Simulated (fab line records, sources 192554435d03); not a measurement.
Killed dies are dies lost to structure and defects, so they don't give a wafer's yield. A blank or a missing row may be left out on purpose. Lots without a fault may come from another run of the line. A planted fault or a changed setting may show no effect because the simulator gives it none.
Which tool did it? | flow n5_finfet | 24 lots, 72 wafers sampled, at 3 steps of a route of 1938

WHAT THE GAUGES READ, wafer by wafer
N5_BEOL_M2_CD_MEAS_28: target cd 26.2 nm, target cd y 24.1 nm. Usual: cd_nm 26.18 nm, standard deviation 0.24.
lot  | measured     | on        | cd_nm (nm)        | flag
L074 | day 7 03:10  | cd_sem-02 | 25.73 25.82 26.15 |
L076 | day 8 00:39  | cd_sem-02 | 26.40 26.12 25.89 |
L075 | day 8 04:07  | cd_sem-02 | 26.46 26.22 26.07 |
L077 | day 8 05:11  | cd_sem-03 | 26.19 26.68 26.07 |
L078 | day 8 08:35  | cd_sem-03 | 26.23 26.47 25.92 |
L080 | day 8 21:08  | cd_sem-03 | 25.84 26.16 25.89 |
L081 | day 8 22:37  | cd_sem-03 | 26.40 26.01 26.27 |
L082 | day 9 06:15  | cd_sem-01 | 26.18 25.79 26.17 |
L083 | day 9 13:48  | cd_sem-02 | 26.72 26.46 26.20 |
L084 | day 9 14:40  | cd_sem-01 | 26.30 26.25 26.05 |
L085 | day 9 19:20  | cd_sem-02 | 26.14 26.20 26.04 |
L086 | day 10 05:15 | cd_sem-02 | 26.10 25.99 26.15 |
L087 | day 10 05:59 | cd_sem-03 | 26.14 25.93 26.24 |
L088 | day 10 14:50 | cd_sem-02 | 26.22 26.02 26.52 |
L089 | day 10 15:05 | cd_sem-02 | 26.04 25.86 26.54 |
L090 | day 10 23:53 | cd_sem-03 | 26.00 26.32 26.19 |
L091 | day 11 10:18 | cd_sem-01 | 26.00 26.29 26.17 |
L092 | day 11 10:35 | cd_sem-01 | 26.14 26.33 26.30 |
L093 | day 11 19:01 | cd_sem-03 | 26.26 26.75 26.31 |
L095 | day 12 06:50 | cd_sem-03 | 25.90 26.17 26.18 |
L079 | day 12 12:10 | cd_sem-01 | 26.06 26.26 25.84 |
L097 | day 12 12:58 | cd_sem-01 | 26.30 26.26 26.01 |
L096 | day 12 18:16 | cd_sem-02 | 26.27 25.87 25.96 |
L094 | day 13 00:47 | cd_sem-03 | 25.79 26.01 26.28 |

WHICH TOOL RAN EACH LOT (tool, then ch and the chambers of the sampled wafers, then the start)
lot  | N5_BEOL_M2_ETCH_63                 | N5_BEOL_M2_HM_OPEN_17
L074 | rie_diel-05 ch 1,2, day 7 02:16    | rie_metal-01 ch 0, day 7 02:32
L076 | rie_diel-02 ch 0,3, day 7 23:53    | rie_metal-01 ch 0, day 8 00:05
L075 | rie_diel-05 ch 2,3, day 8 03:19    | rie_metal-03 ch 0, day 8 03:33
L077 | rie_diel-02 ch 0,1,2, day 8 04:24  | rie_metal-02 ch 1, day 8 04:36
L078 | rie_diel-02 ch 0,1,3, day 8 07:47  | rie_metal-03 ch 0, day 8 07:59
L080 | rie_diel-02 ch 0,1,2, day 8 20:19  | rie_metal-02 ch 0,1, day 8 20:31
L081 | rie_diel-04 ch 0,1,3, day 8 21:41  | rie_metal-03 ch 0, day 8 21:53
L082 | rie_diel-02 ch 0,1,2, day 9 05:20  | rie_metal-02 ch 0,1, day 9 05:34
L083 | rie_diel-04 ch 0,1, day 9 13:04    | rie_metal-02 ch 0,1, day 9 13:16
L084 | rie_diel-04 ch 2,3, day 9 13:58    | rie_metal-01 ch 0,1, day 9 14:11
L085 | rie_diel-05 ch 1,3, day 9 18:31    | rie_metal-01 ch 0,1, day 9 18:44
L086 | rie_diel-04 ch 0,3, day 10 04:25   | rie_metal-03 ch 1, day 10 04:37
L087 | rie_diel-02 ch 0,2,3, day 10 05:16 | rie_metal-02 ch 0,1, day 10 05:30
L088 | rie_diel-04 ch 0,1,3, day 10 13:58 | rie_metal-01 ch 0,1, day 10 14:12
L089 | rie_diel-04 ch 1,2,3, day 10 14:16 | rie_metal-03 ch 0,1, day 10 14:28
L090 | rie_diel-02 ch 0,1,2, day 10 23:03 | rie_metal-02 ch 0,1, day 10 23:15
L091 | rie_diel-05 ch 1,2,3, day 11 09:22 | rie_metal-02 ch 0,1, day 11 09:34
L092 | rie_diel-05 ch 0,1,2, day 11 09:53 | rie_metal-03 ch 0,1, day 11 10:05
L093 | rie_diel-05 ch 0,3, day 11 18:11   | rie_metal-03 ch 0,1, day 11 18:25
L095 | rie_diel-04 ch 0,1,3, day 12 06:08 | rie_metal-02 ch 0,1, day 12 06:20
L079 | rie_diel-04 ch 1,2, day 12 11:28   | rie_metal-02 ch 0,1, day 12 11:40
L097 | rie_diel-05 ch 0,1,2, day 12 12:16 | rie_metal-01 ch 0,1, day 12 12:28
L096 | rie_diel-05 ch 0,1,3, day 12 17:26 | rie_metal-02 ch 0,1, day 12 17:39
L094 | rie_diel-02 ch 0,1,2, day 12 23:58 | rie_metal-02 ch 0,1, day 13 00:10
- N5_BEOL_M2_ETCH_63: etches SiARC in CF4, target depth 15.6 nm, time 26 s.
- N5_BEOL_M2_HM_OPEN_17: chemistry Cl2/BCl3, target TiN, target depth 20 nm, overetch 6 nm.

WHAT THE TOOLS THEMSELVES READ (means of the sampled wafers that have a number; where no wafer has one, the mark that the record gives instead)
N5_BEOL_M2_ETCH_63. Usual: cf4_flow_sccm 100.0 sccm, standard deviation 0.31; drypump_motor_current_A 5.8 A, standard deviation 0.43; etch_rf_on_time_s 26.07 s, standard deviation 0.26; oes_product_au 0.63 a.u., standard deviation 0.056; rf_vpp_V 184.2 V, standard deviation 0.91; showerhead_plenum_p_Torr 2.15 Torr, standard deviation 0.04; throttle_valve_pct 15.64 %, standard deviation 0.17.
lot  | tool        | cf4_flow_sccm (sccm) | drypump_motor_current_A (A) | etch_rf_on_time_s (s) | oes_product_au (a.u.) | rf_vpp_V (V) | showerhead_plenum_p_Torr (Torr) | throttle_valve_pct (%) | flag
L074 | rie_diel-05 | 100.2                | 5.9                         | 25.85                 | 0.67                  | 184.3        | 2.12                            | 15.40                  |
L076 | rie_diel-02 | 99.9                 | 6.0                         | 25.97                 | 0.65                  | 185.0        | 2.19                            | 15.67                  |
L075 | rie_diel-05 | 99.7                 | 5.6                         | 25.92                 | 0.63                  | 184.3        | 2.16                            | 15.51                  |
L077 | rie_diel-02 | 100.2                | 5.6                         | 26.04                 | 0.67                  | 184.0        | 2.15                            | 15.69                  |
L078 | rie_diel-02 | 100.2                | 5.9                         | 26.08                 | 0.65                  | 184.3        | 2.17                            | 15.65                  |
L080 | rie_diel-02 | 100.0                | 5.6                         | 26.21                 | 0.66                  | 185.2        | 2.15                            | 15.69                  |
L081 | rie_diel-04 | 99.8                 | 5.6                         | 26.11                 | 0.59                  | 184.3        | 2.17                            | 15.67                  |
L082 | rie_diel-02 | 100.1                | 5.6                         | 26.06                 | 0.66                  | 183.8        | 2.15                            | 15.70                  |
L083 | rie_diel-04 | 100.1                | 5.8                         | 26.46                 | 0.58                  | 183.8        | 2.14                            | 15.60                  |
L084 | rie_diel-04 | 99.9                 | 5.9                         | 25.94                 | 0.61                  | 184.0        | 2.15                            | 15.71                  |
L085 | rie_diel-05 | 100.0                | 5.8                         | 25.77                 | 0.66                  | 185.1        | 2.18                            | 15.52                  |
L086 | rie_diel-04 | 99.6                 | 5.8                         | 26.23                 | 0.57                  | 184.0        | 2.14                            | 15.69                  |
L087 | rie_diel-02 | 99.8                 | 5.6                         | 26.44                 | 0.64                  | 184.2        | 2.16                            | 15.74                  |
L088 | rie_diel-04 | 99.9                 | 5.6                         | 26.56                 | 0.57                  | 184.7        | 2.17                            | 15.71                  |
L089 | rie_diel-04 | 100.0                | 5.6                         | 26.00                 | 0.60                  | 184.8        | 2.18                            | 15.72                  |
L090 | rie_diel-02 | 99.8                 | 5.6                         | 26.07                 | 0.65                  | 184.0        | 2.14                            | 15.73                  |
L091 | rie_diel-05 | 100.0                | 5.8                         | 25.85                 | 0.64                  | 184.3        | 2.14                            | 15.52                  |
L092 | rie_diel-05 | 99.9                 | 6.0                         | 26.09                 | 0.65                  | 183.6        | 2.12                            | 15.53                  |
L093 | rie_diel-05 | 99.9                 | 5.7                         | 26.19                 | 0.62                  | 184.3        | 2.19                            | 15.65                  |
L095 | rie_diel-04 | 99.8                 | 5.5                         | 26.10                 | 0.65                  | 184.5        | 2.17                            | 15.57                  |
L079 | rie_diel-04 | 99.8                 | 5.6                         | 26.14                 | 0.59                  | 184.6        | 2.16                            | 15.69                  |
L097 | rie_diel-05 | 100.0                | 6.0                         | 26.08                 | 0.64                  | 184.2        | 2.11                            | 15.54                  |
L096 | rie_diel-05 | 100.0                | 6.0                         | 26.00                 | 0.64                  | 183.0        | 2.15                            | 15.59                  |
L094 | rie_diel-02 | 99.8                 | 5.6                         | 26.17                 | 0.62                  | 183.5        | 2.13                            | 15.78                  |

N5_BEOL_M2_HM_OPEN_17. Usual: drypump_motor_current_A 6.0 A, standard deviation 0.41; oes_product_au 0.73 a.u., standard deviation 0.048; throttle_valve_pct 22.07 %, standard deviation 0.063.
lot  | tool         | drypump_motor_current_A (A) | oes_product_au (a.u.) | throttle_valve_pct (%) | flag
L074 | rie_metal-01 | 6.1                         | 0.70                  | 21.98                  |
L076 | rie_metal-01 | 6.1                         | 0.70                  | 22.00                  |
L075 | rie_metal-03 | 5.7                         | 0.71                  | 22.05                  |
L077 | rie_metal-02 | 5.6                         | 0.81                  | 22.07                  |
L078 | rie_metal-03 | 5.7                         | 0.71                  | 22.05                  |
L080 | rie_metal-02 | 6.1                         | 0.82                  | 22.01                  |
L081 | rie_metal-03 | 5.7                         | 0.69                  | 22.05                  |
L082 | rie_metal-02 | 5.8                         | 0.79                  | 22.06                  |
L083 | rie_metal-02 | 6.1                         | 0.79                  | 22.01                  |
L084 | rie_metal-01 | 6.4                         | 0.68                  | 22.11                  |
L085 | rie_metal-01 | 6.4                         | 0.67                  | 22.14                  |
L086 | rie_metal-03 | 6.6                         | 0.79                  | 22.14                  |
L087 | rie_metal-02 | 6.1                         | 0.79                  | 22.01                  |
L088 | rie_metal-01 | 6.4                         | 0.67                  | 22.12                  |
L089 | rie_metal-03 | 6.2                         | 0.75                  | 22.12                  |
L090 | rie_metal-02 | 6.1                         | 0.76                  | 22.02                  |
L091 | rie_metal-02 | 5.8                         | 0.75                  | 22.07                  |
L092 | rie_metal-03 | 6.0                         | 0.70                  | 22.09                  |
L093 | rie_metal-03 | 6.0                         | 0.72                  | 22.08                  |
L095 | rie_metal-02 | 5.8                         | 0.74                  | 22.08                  |
L079 | rie_metal-02 | 5.8                         | 0.74                  | 22.09                  |
L097 | rie_metal-01 | 6.4                         | 0.66                  | 22.16                  |
L096 | rie_metal-02 | 6.1                         | 0.74                  | 22.05                  |
L094 | rie_metal-02 | 5.8                         | 0.73                  | 22.08                  |

THE ANSWER, worked out from the rows above alone
Rule: a lot is off if the mean of its wafers that have a number lies more than 3 standard deviations from the usual mean. A lot without any number at a reading at which 4 lots or more have one is off too. The other lots that the step has rows for count as sound. The gauges are gone through in route order, then the tools' own readings, and for those a lot's mean is taken as printed above. The first step at which some lot is off is used, and at that step the reading that is off furthest; a lot without a number counts as furthest.
No lot is off at any reading shown: from this, nothing can be told.

WHAT THE SIMULATOR HAD PUT IN
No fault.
